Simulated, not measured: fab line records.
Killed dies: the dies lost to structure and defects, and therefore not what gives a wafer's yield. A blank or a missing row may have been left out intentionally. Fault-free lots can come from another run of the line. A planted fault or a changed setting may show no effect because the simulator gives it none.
fab line records + flow nandHarc
[record]
- lots = 12
- wafers = 36
- lastDay = 33
route steps=1302 shown P_GATE@204 P_CONTACT@236 END@1302
lots untouched by any fault: they come from a run of this same line in which no faults occurred
startH: hours from the record's opening day to when the first of the lot's shown wafers began + waitH: time in hours since the lot's previous step + " the same as in the row above + L1.1+2: one row covering several wafers at once + - no value present, or no start provided + * or withheld: withheld + < > ~ a bound
route shown NAME@n: a module of which the file shows steps, and the number in the route of the first + usual: mean/standard deviation taken from wafers without a fault + same: alike in all rows + chamber/n: place in a boat + sites: the reading at each site + _std_site: the values' standard deviation + _edge_site: the outer-site mean with the inner-site mean subtracted + radiusMm: how far each site lies from the wafer's centre + mask NAME#n: copy n + behind: the last tool/chamber to shape the wafer + hold: what put the lot on hold/how long, in hours/how the hold closed + device: transistor that didn't switch, given as n, p or np + end of line: the same wafers' tests at the end of the route + a step without rows: its recipe alone + killed: dies lost to structure and defects at the first sort, not the wafer's yield + map: a wafer's dies, x killed, . not, _ none there
set.NAME: the setting the step ran with; set.NAME@STEP: the setting that earlier step ran with + model.NAME: the simulator's own value behind a step, which no gauge read
one table for each step of the route and one row for each wafer, over a sample of lots
services: a tool's chamber out of use, with start hour (startH, from the record's first day; less than 0 if before it), hours out, and reason
[[steps]]
[step NHARC_P_GATE_STRIP_113]
[recipe]
- powerW = 1500
- tempC = 110
- timeS = 740
- chemistry = N2/H2
[usual]
- drypumpMotorCurrentA = 5.72/0.26
- heaterPowerW = 87.5/2.5
| lot.wafer | tool           | chamber | startH | waitH | drypumpMotorCurrentA | heaterPowerW | rfHoursCounterH |
|-----------|----------------|---------|--------|-------|----------------------|--------------|-----------------|
| L651.4    | plasmaAsher-01 | 1       | 113.15 | 0.3   | 5.98                 | 88.9         | -               |
| L651.3    | "              | 0       | "      | "     | 5.50                 | 89.1         | -               |
| L651.6    | "              | 1       | "      | "     | 5.97                 | 87.5         | -               |
| L652.1    | plasmaAsher-01 | 0       | 118.97 | 0.2   | 5.51                 | 89.3         | 26              |
| L652.2    | "              | 1       | "      | "     | 5.98                 | 89.3         | 26              |
| L652.4    | "              | 0       | "      | "     | 5.51                 | 88.9         | -               |
| L654.1    | plasmaAsher-01 | 1       | 148.93 | 0.2   | 6.00                 | 86.6         | 32              |
| L654.5    | "              | 1       | "      | "     | 5.96                 | 87.6         | -               |
| L654.6    | "              | 0       | "      | "     | 5.51                 | 88.3         | -               |
| L655.1    | plasmaAsher-02 | 0       | 152.87 | 0.2   | 5.41                 | 89.3         | 15              |
| L655.4    | "              | 1       | "      | "     | 5.98                 | 80.9         | -               |
| L655.6    | "              | 1       | "      | "     | 5.98                 | 83.3         | -               |
| L656.2    | plasmaAsher-02 | 1       | 164.76 | 0.3   | 5.99                 | 82.7         | 17              |
| L656.4    | "              | 1       | "      | "     | 6.00                 | 82.3         | -               |
| L656.6    | "              | 0       | "      | "     | 5.44                 | 87.6         | -               |
| L660.2    | plasmaAsher-01 | 1       | 205.50 | 0.2   | 6.00                 | 89.4         | 6               |
| L660.4    | "              | 0       | "      | "     | 5.50                 | 88.4         | -               |
| L660.6    | "              | 1       | "      | "     | 5.98                 | 86.5         | -               |
| L663.2    | plasmaAsher-01 | 1       | 228.28 | 0.2   | 5.99                 | 89.6         | 12              |
| L663.1    | "              | 0       | "      | "     | 5.51                 | 88.2         | 12              |
| L663.6    | "              | 1       | "      | "     | 5.98                 | 87.1         | -               |
| L665.2    | plasmaAsher-01 | 1       | 258.80 | 0.3   | 5.97                 | 90.2         | 18              |
| L665.4    | "              | 0       | "      | "     | 5.50                 | 88.0         | -               |
| L665.5    | "              | 1       | "      | "     | 5.97                 | 88.4         | -               |
| L666.4    | plasmaAsher-02 | 0       | 262.73 | 0.4   | 5.40                 | 88.7         | -               |
| L666.3    | "              | 1       | "      | "     | 5.96                 | 83.9         | -               |
| L666.5    | "              | 1       | "      | "     | 5.99                 | 81.5         | -               |
| L668.2    | plasmaAsher-01 | 1       | 283.89 | 0.3   | 5.99                 | 87.9         | 22              |
| L668.4    | "              | 0       | "      | "     | 5.52                 | 91.0         | -               |
| L668.6    | "              | 1       | "      | "     | 5.98                 | 90.0         | -               |
| L671.2    | plasmaAsher-02 | 1       | 315.34 | 0.3   | 5.96                 | 85.3         | 12              |
| L671.6    | "              | 0       | "      | "     | 5.38                 | 88.8         | -               |
| L671.5    | "              | 1       | "      | "     | 5.97                 | 85.4         | -               |
| L674.3    | plasmaAsher-02 | 0       | 349.18 | 0.7   | 5.38                 | 89.1         | -               |
| L674.5    | "              | 0       | "      | "     | 5.41                 | 90.5         | -               |
| L674.6    | "              | 1       | "      | "     | 5.97                 | 85.9         | -               |
[step NHARC_P_GATE_STRIP_95]
[recipe]
- powerW = 1500
- tempC = 250
- chemistry = O2
[usual]
- drypumpMotorCurrentA = 5.72/0.26
- heaterPowerW = 327/10
| lot.wafer | tool           | chamber | startH | waitH | drypumpMotorCurrentA | heaterPowerW | rfHoursCounterH |
|-----------|----------------|---------|--------|-------|----------------------|--------------|-----------------|
| L651.4    | plasmaAsher-01 | 1       | 113.65 | 0.4   | 5.97                 | 331          | -               |
| L651.3    | "              | 0       | "      | "     | 5.53                 | 335          | -               |
| L651.6    | "              | 1       | "      | "     | 5.96                 | 331          | -               |
| L652.1    | plasmaAsher-01 | 0       | 119.69 | 0.6   | 5.51                 | 329          | 27              |
| L652.2    | "              | 1       | "      | "     | 5.99                 | 324          | 27              |
| L652.4    | "              | 0       | "      | "     | 5.51                 | 328          | -               |
| L654.1    | plasmaAsher-01 | 1       | 149.64 | 0.6   | 5.99                 | 326          | 32              |
| L654.5    | "              | 1       | "      | "     | 5.99                 | 331          | -               |
| L654.6    | "              | 0       | "      | "     | 5.49                 | 337          | -               |
| L655.1    | plasmaAsher-02 | 0       | 153.58 | 0.6   | 5.39                 | 338          | 15              |
| L655.4    | "              | 1       | "      | "     | 5.99                 | 309          | -               |
| L655.6    | "              | 1       | "      | "     | 5.97                 | 314          | -               |
| L656.2    | plasmaAsher-02 | 1       | 165.37 | 0.5   | 5.96                 | 303          | 17              |
| L656.4    | "              | 1       | "      | "     | 5.97                 | 314          | -               |
| L656.6    | "              | 0       | "      | "     | 5.41                 | 324          | -               |
| L660.2    | plasmaAsher-01 | 1       | 206.22 | 0.6   | 6.02                 | 336          | 7               |
| L660.4    | "              | 0       | "      | "     | 5.51                 | 337          | -               |
| L660.6    | "              | 1       | "      | "     | 6.00                 | 331          | -               |
| L663.2    | plasmaAsher-01 | 1       | 229.00 | 0.6   | 5.98                 | 335          | 12              |
| L663.1    | "              | 0       | "      | "     | 5.50                 | 321          | 12              |
| L663.6    | "              | 1       | "      | "     | 5.95                 | 332          | -               |
| L665.2    | plasmaAsher-01 | 1       | 259.51 | 0.6   | 5.98                 | 340          | 19              |
| L665.4    | "              | 0       | "      | "     | 5.51                 | 332          | -               |
| L665.5    | "              | 1       | "      | "     | 5.97                 | 335          | -               |
| L666.4    | plasmaAsher-02 | 0       | 263.23 | 0.4   | 5.42                 | 326          | -               |
| L666.3    | "              | 1       | "      | "     | 6.00                 | 307          | -               |
| L666.5    | "              | 1       | "      | "     | 5.98                 | 316          | -               |
| L668.2    | plasmaAsher-01 | 1       | 284.50 | 0.5   | 5.98                 | 340          | 23              |
| L668.4    | "              | 0       | "      | "     | 5.50                 | 335          | -               |
| L668.6    | "              | 1       | "      | "     | 5.97                 | 334          | -               |
| L671.2    | plasmaAsher-02 | 1       | 315.95 | 0.5   | 6.00                 | 316          | 13              |
| L671.6    | "              | 0       | "      | "     | 5.41                 | 330          | -               |
| L671.5    | "              | 1       | "      | "     | 5.97                 | 315          | -               |
| L674.3    | plasmaAsher-02 | 0       | 349.68 | 0.4   | 5.40                 | 341          | -               |
| L674.5    | "              | 0       | "      | "     | 5.38                 | 332          | -               |
| L674.6    | "              | 1       | "      | "     | 5.98                 | 314          | -               |
[step NHARC_P_GATE_RTA_80]
[recipe]
- tempC = 300
- timeS = 30
[usual]
- annealTempCMax = 301.9/0.41
- lampPowerPct = 2.17/0.039
- lamp_zone_6_pct = 2.15/0.039
- wafer_temp_C_max = 301.13/0.24
| lot.wafer | tool         | chamber | startH | waitH | annealTempCMax | lampPowerPct | lamp_zone_6_pct | wafer_temp_C_max |
|-----------|--------------|---------|--------|-------|----------------|--------------|-----------------|------------------|
| L651.3    | rtpAnneal-02 | 0       | 114.85 | -     | 302.8          | 2.12         | 2.10            | 301.31           |
| L651.4    | "            | 0       | "      | "     | 301.9          | 2.12         | 2.10            | 301.29           |
| L651.6    | "            | 0       | "      | "     | 302.5          | 2.12         | 2.10            | 300.96           |
| L652.1    | rtpAnneal-02 | 0       | 120.85 | -     | 301.8          | 2.12         | 2.10            | 301.00           |
| L652.2    | "            | 0       | "      | "     | 302.3          | 2.12         | 2.10            | 300.65           |
| L652.4    | "            | 0       | "      | "     | 302.9          | 2.12         | 2.10            | 301.07           |
| L654.1    | rtpAnneal-01 | 0       | 150.80 | -     | 302.1          | 2.20         | 2.18            | 301.01           |
| L654.5    | "            | 0       | "      | "     | 301.5          | 2.20         | 2.18            | 300.84           |
| L654.6    | "            | 0       | "      | "     | 301.3          | 2.20         | 2.18            | 300.98           |
| L655.1    | rtpAnneal-01 | 0       | 154.75 | -     | 301.3          | 2.20         | 2.18            | 300.62           |
| L655.4    | "            | 0       | "      | "     | 301.8          | 2.20         | 2.18            | 301.08           |
| L655.6    | "            | 0       | "      | "     | 301.1          | 2.20         | 2.18            | 300.69           |
| L656.2    | rtpAnneal-01 | 0       | 166.56 | -     | 302.2          | 2.21         | 2.18            | 301.37           |
| L656.4    | "            | 0       | "      | "     | 302.0          | 2.20         | 2.18            | 301.46           |
| L656.6    | "            | 0       | "      | "     | 302.5          | 2.20         | 2.18            | 300.93           |
| L660.2    | rtpAnneal-01 | 0       | 207.41 | -     | 301.7          | 2.21         | 2.19            | 300.89           |
| L660.4    | "            | 0       | "      | "     | 302.1          | 2.21         | 2.19            | 300.68           |
| L660.6    | "            | 0       | "      | "     | 301.6          | 2.21         | 2.18            | 301.07           |
| L663.1    | rtpAnneal-02 | 0       | 230.17 | -     | 301.4          | 2.12         | 2.10            | 301.01           |
| L663.2    | "            | 0       | "      | "     | 302.2          | 2.12         | 2.10            | 301.17           |
| L663.6    | "            | 0       | "      | "     | 302.4          | 2.12         | 2.10            | 300.84           |
| L665.2    | rtpAnneal-01 | 0       | 260.70 | -     | 302.4          | 2.20         | 2.18            | 301.32           |
| L665.4    | "            | 0       | "      | "     | 301.2          | 2.20         | 2.18            | 300.89           |
| L665.5    | "            | 0       | "      | "     | 302.1          | 2.20         | 2.18            | 300.94           |
| L666.3    | rtpAnneal-01 | 0       | 264.43 | -     | 301.2          | 2.20         | 2.18            | 301.02           |
| L666.4    | "            | 0       | "      | "     | 301.6          | 2.20         | 2.18            | 301.18           |
| L666.5    | "            | 0       | "      | "     | 301.9          | 2.20         | 2.18            | 301.32           |
| L668.2    | rtpAnneal-01 | 0       | 285.68 | -     | 302.2          | 2.21         | 2.19            | 300.89           |
| L668.4    | "            | 0       | "      | "     | 301.7          | 2.21         | 2.18            | 301.47           |
| L668.6    | "            | 0       | "      | "     | 301.8          | 2.20         | 2.19            | 301.15           |
| L671.2    | rtpAnneal-01 | 0       | 317.14 | -     | 301.9          | 2.20         | 2.18            | 301.18           |
| L671.5    | "            | 0       | "      | "     | 302.0          | 2.20         | 2.18            | 300.75           |
| L671.6    | "            | 0       | "      | "     | 302.2          | 2.20         | 2.18            | 300.82           |
| L674.3    | rtpAnneal-01 | 0       | 350.94 | -     | 302.5          | 2.20         | 2.18            | 300.72           |
| L674.5    | "            | 0       | "      | "     | 302.0          | 2.20         | 2.18            | 301.51           |
| L674.6    | "            | 0       | "      | "     | 301.7          | 2.20         | 2.17            | 301.34           |
[step NHARC_P_CONTACT_ETCH_35]
[recipe]
- targetDepthA = 390
- overEtchFrac = 0.3
- timeS = 65
- ionEnergyEv = 80
- cf4FlowSccm = 150
- arFlowSccm = 0
- rfW = 300
- biasW = 100
- chemistry = CF4
[usual]
- biasW = 100.0/0.33
- drypumpMotorCurrentA = 6.0/0.5
- oesProductAu = 1.001/0.0095
- rfVppV = 151.3/1
- showerheadPlenumPTorr = 1.77/0.063
- throttleValvePct = 13.284/0.0082
| lot.wafer | tool       | chamber | startH | waitH | biasW | drypumpMotorCurrentA | oesProductAu | rfHoursCounterH | rfVppV | showerheadPlenumPTorr | throttleValvePct |
|-----------|------------|---------|--------|-------|-------|----------------------|--------------|-----------------|--------|-----------------------|------------------|
| L651.4    | rieDiel-02 | 2       | 117.33 | 0.1   | 99.9  | 6.4                  | 1.000        | 1.6             | 151.7  | 1.75                  | 13.269           |
| L651.3    | "          | 3       | "      | "     | 100.2 | 5.6                  | 1.016        | 1.6             | 152.1  | 1.82                  | 13.287           |
| L651.6    | "          | 1       | "      | "     | 100.2 | 6.2                  | 0.994        | -               | 152.0  | 1.88                  | 13.290           |
| L652.4    | rieDiel-02 | 0       | 123.27 | 0.1   | 99.6  | 6.4                  | 0.985        | 2.0             | 151.3  | 1.71                  | 13.284           |
| L652.1    | "          | 1       | "      | "     | 99.9  | 6.2                  | 1.001        | 2.0             | 152.3  | 1.88                  | 13.289           |
| L652.2    | "          | 2       | "      | "     | 100.4 | 6.4                  | 0.990        | 1.8             | 150.7  | 1.75                  | 13.291           |
| L654.1    | rieDiel-05 | 2       | 153.35 | 0.1   | 99.7  | 5.6                  | 1.002        | 2.3             | 151.7  | 1.82                  | 13.289           |
| L654.5    | "          | 1       | "      | "     | 99.7  | 6.4                  | 1.005        | -               | 150.4  | 1.72                  | 13.289           |
| L654.6    | "          | 2       | "      | "     | 99.7  | 5.6                  | 0.989        | -               | 150.6  | 1.82                  | 13.278           |
| L655.4    | rieDiel-02 | 2       | 157.30 | 0.1   | 100.2 | 6.4                  | 0.994        | 2.8             | 151.4  | 1.75                  | 13.287           |
| L655.1    | "          | 0       | "      | "     | 100.0 | 6.4                  | 0.997        | 2.8             | 151.7  | 1.71                  | 13.282           |
| L655.6    | "          | 2       | "      | "     | 100.8 | 6.4                  | 0.998        | -               | 150.5  | 1.75                  | 13.284           |
| L656.2    | rieDiel-06 | 1       | 169.11 | 0.1   | 100.0 | 5.9                  | 0.998        | 1.6             | 153.3  | 1.86                  | 13.283           |
| L656.4    | "          | 1       | "      | "     | 99.6  | 5.9                  | 1.006        | -               | 152.4  | 1.86                  | 13.277           |
| L656.6    | "          | 3       | "      | "     | 100.0 | 5.9                  | 1.007        | -               | 150.0  | 1.68                  | 13.270           |
| L660.2    | rieDiel-06 | 1       | 209.92 | 0.1   | 100.2 | 5.9                  | 0.990        | 4.2             | 151.6  | 1.86                  | 13.276           |
| L660.4    | "          | 2       | "      | "     | 100.1 | 6.6                  | 1.003        | 3.4             | 151.4  | 1.75                  | 13.281           |
| L660.6    | "          | 3       | "      | "     | 100.2 | 5.9                  | 1.014        | -               | 150.8  | 1.68                  | 13.291           |
| L663.2    | rieDiel-06 | 2       | 232.60 | 0.1   | 100.4 | 6.6                  | 0.854        | 6.0             | 150.3  | 1.75                  | 13.283           |
| L663.1    | "          | 0       | "      | "     | 100.5 | 6.1                  | 0.855        | 7.2             | 149.5  | 1.72                  | 13.276           |
| L663.6    | "          | 1       | "      | "     | 100.4 | 5.8                  | 0.847        | -               | 152.5  | 1.86                  | 13.270           |
| L665.4    | rieDiel-06 | 2       | 263.21 | 0.1   | 100.7 | 6.6                  | 0.855        | 7.3             | 150.4  | 1.75                  | 13.296           |
| L665.2    | "          | 1       | "      | "     | 99.8  | 5.8                  | 0.849        | 8.4             | 153.4  | 1.86                  | 13.285           |
| L665.5    | "          | 3       | "      | "     | 99.9  | 5.9                  | 0.865        | -               | 150.8  | 1.68                  | 13.297           |
| L666.4    | rieDiel-05 | 2       | 266.91 | 0.1   | 100.6 | 5.6                  | 0.991        | 0.5             | 151.9  | 1.82                  | 13.272           |
| L666.3    | "          | 1       | "      | "     | 100.3 | 6.4                  | 0.996        | 0.7             | 150.6  | 1.72                  | 13.293           |
| L666.5    | "          | 2       | "      | "     | 100.2 | 5.6                  | 0.994        | -               | 151.6  | 1.82                  | 13.281           |
| L668.2    | rieDiel-02 | 2       | 288.09 | 0.1   | 100.4 | 6.4                  | 0.995        | 1.2             | 150.5  | 1.75                  | 13.293           |
| L668.6    | "          | 2       | "      | "     | 100.0 | 6.4                  | 0.990        | -               | 151.8  | 1.75                  | 13.274           |
| L668.4    | "          | 3       | "      | "     | 100.1 | 5.6                  | 1.006        | -               | 150.3  | 1.82                  | 13.299           |
| L671.2    | rieDiel-05 | 1       | 319.67 | 0.1   | 100.0 | 6.4                  | 0.989        | 2.2             | 149.7  | 1.72                  | 13.270           |
| L671.5    | "          | 3       | "      | "     | 100.4 | 4.8                  | 1.007        | -               | 153.0  | 1.77                  | 13.281           |
| L671.6    | "          | 0       | "      | "     | 99.9  | 6.1                  | 1.020        | -               | 152.7  | 1.83                  | 13.271           |
| L674.3    | rieDiel-05 | 3       | 353.70 | 0.1   | 100.1 | 4.8                  | 1.004        | 3.1             | 150.2  | 1.77                  | 13.264           |
| L674.5    | "          | 3       | "      | "     | 100.0 | 4.8                  | 1.010        | -               | 151.7  | 1.77                  | 13.272           |
| L674.6    | "          | 0       | "      | "     | 100.1 | 6.1                  | 1.005        | -               | 152.0  | 1.83                  | 13.293           |
[step NHARC_END_SORT_01]
[recipe]
- tempC = 25
[usual]
- killedAtArray = 49/18
- killedAtOther = 0.7/1.1
- killedAtPeriphery = 4.0/2.6
- killedDies = 54/19
- killedOpen = 3.4/1.7
- killedShort = 2.5/1.7
[same]
- grossDies = 677
| lot.wafer | tool      | chamber | startH | waitH | killedAtArray | killedAtOther | killedAtPeriphery | killedDies | killedOpen | killedShort |
|-----------|-----------|---------|--------|-------|---------------|---------------|-------------------|------------|------------|-------------|
| L663.1    | prober-02 | 0       | 679.06 | 2.5   | 39            | 0             | 12                | 51         | 4          | 6           |
| L663.2    | prober-02 | 0       | 679.87 | 2.8   | 25            | 0             | 4                 | 29         | 4          | 1           |
| L663.6    | prober-02 | 0       | 683.13 | 4.1   | 31            | 0             | 13                | 44         | 3          | 5           |
| L665.2    | prober-01 | 0       | 693.28 | 2.8   | 59            | 1             | 9                 | 69         | 3          | 3           |
| L665.4    | prober-01 | 0       | 694.89 | 3.4   | 53            | 1             | 3                 | 57         | 3          | 1           |
| L665.5    | prober-01 | 0       | 695.69 | 3.7   | 64            | 2             | 7                 | 73         | 4          | 1           |
// killed by level:class
L663.1 A_CHANNEL_HOLE_D2:chamberFilmFlake=14 P_CONTACT:areaEtch=8 A_CHANNEL_HOLE_D1:chamberFilmFlake=7 A_STAIRCASE:chamberFilmFlake=5 A_ZERO_WELL:chamberFilmFlake=3 P_CONTACT:geometricParticle:open=2 A_CHANNEL_FILL_D2:geometricParticle:short=2 P_GATE:chamberFilmFlake=2
L663.2 A_CHANNEL_HOLE_D2:chamberFilmFlake=13 A_M0:geometricParticle:open=3 A_CHANNEL_HOLE_D1:chamberFilmFlake=3 P_GATE:chamberFilmFlake=2 A_ZERO_WELL:chamberFilmFlake=2 P_M0:geometricParticle:open=1 A_SGD_CUT:geometricParticle:short=1 P_STI:chamberFilmFlake=1
L663.6 A_CHANNEL_HOLE_D2:chamberFilmFlake=12 A_CHANNEL_HOLE_D1:chamberFilmFlake=8 P_CONTACT:areaEtch=6 A_STAIRCASE:chamberFilmFlake=2 A_CONTACT:chamberFilmFlake=2 P_CONTACT:geometricParticle:short=1 P_CONTACT:geometricParticle:open=1 P_M0:geometricParticle:short=1
L665.2 A_CHANNEL_HOLE_D2:chamberFilmFlake=23 A_CHANNEL_HOLE_D1:chamberFilmFlake=18 A_STAIRCASE:chamberFilmFlake=4 A_SLIT:chamberFilmFlake=4 P_CONTACT:areaEtch=4 P_GATE:chamberFilmFlake=3 A_CHANNEL_FILL_D2:geometricParticle:short=2 A_CONTACT:chamberFilmFlake=2
L665.4 A_CHANNEL_HOLE_D2:chamberFilmFlake=25 A_CHANNEL_HOLE_D1:chamberFilmFlake=15 A_CONTACT:chamberFilmFlake=4 A_STAIRCASE:chamberFilmFlake=3 A_CHANNEL_FILL_D2:geometricParticle:open=2 A_WL_FILL:chamberFilmFlake=2 P_CONTACT:geometricParticle:open=1 A_DECK1_JOINT:geometricParticle:short=1
L665.5 A_CHANNEL_HOLE_D1:chamberFilmFlake=31 A_CHANNEL_HOLE_D2:chamberFilmFlake=18 A_STAIRCASE:chamberFilmFlake=6 P_GATE:chamberFilmFlake=3 P_CONTACT:geometricParticle:open=2 P_ZERO_WELL:chamberFilmFlake=2 THIN_TSV:chamberFilmFlake=2 A_SLIT:chamberFilmFlake=2
[[services]]
| tool           | chamber | startH | hours | kind      |
|----------------|---------|--------|-------|-----------|
| rieDiel-06     | -       | 130.31 | 9.0   | pm        |
| plasmaAsher-01 | -       | 144.21 | 4.3   | repair    |
| rieDiel-05     | 2       | 157.55 | 7.6   | repair    |
| rieDiel-02     | 2       | 160.94 | 7.8   | repair    |
| plasmaAsher-01 | -       | 165.05 | 9.0   | pm        |
| plasmaAsher-01 | 0       | 165.05 | 9.0   | ventCycle |
| plasmaAsher-01 | 1       | 165.05 | 9.0   | ventCycle |
| rieDiel-06     | 2       | 167.73 | 6.7   | repair    |
| plasmaAsher-01 | 0       | 174.05 | -     | clean     |
| plasmaAsher-01 | 1       | 174.05 | -     | clean     |
| rieDiel-02     | -       | 214.88 | 0.4   | repair    |
| rieDiel-02     | -       | 216.70 | 9.0   | pm        |
| rieDiel-05     | 1       | 220.52 | 3.8   | repair    |
| rieDiel-05     | -       | 229.60 | 9.0   | pm        |
| rieDiel-06     | -       | 242.11 | 1.4   | repair    |
| plasmaAsher-02 | -       | 249.00 | 9.0   | pm        |
| rieDiel-02     | 1       | 285.05 | 5.2   | repair    |
| rieDiel-05     | 0       | 295.10 | 22.1  | repair    |
| rieDiel-06     | -       | 307.31 | 9.0   | pm        |
| plasmaAsher-01 | -       | 342.05 | 9.0   | pm        |
| plasmaAsher-01 | 0       | 342.05 | 9.0   | ventCycle |
| plasmaAsher-01 | 1       | 342.05 | 9.0   | ventCycle |
| plasmaAsher-01 | 0       | 351.05 | -     | clean     |
| plasmaAsher-01 | 1       | 351.05 | -     | clean     |
[[key]]
[firstSign]
- step = NHARC_P_CONTACT_ETCH_35
- reading = oesProductAu
- direction = down
- sigmas = 16
- usual = 1.001
- struck = 0.854
[effect]
- step = NHARC_END_SORT_01
- reading = killedAtPeriphery
- direction = up
- sigmas = 1.6
- usual = 4.0
- struck = 8
- wafersMoved = 2
metAt NHARC_P_CONTACT_ETCH_35
struckLots L663,L665
testerLeftOut L663,L665
notActingAt NHARC_P_GATE_STRIP_113,NHARC_P_GATE_STRIP_95,NHARC_P_GATE_RTA_80
onsetBetween 209.92 232.60
[fault]
- kind = processParameterDrift
- tool = rieDiel-06
- chamber = -
- onsetH = 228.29
- steps = NHARC_P_CONTACT_ETCH_35
- channel = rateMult
- offset = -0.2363
- shape = step
- endH = 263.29
// testerLeftOut: of these lots the tester's yield and bins aren't shown, on N5 and GAA mostly nor the transistor test; their killed dies are dies lost to structure and defects alone, not to doping, threshold or leakage, so they don't give the yield
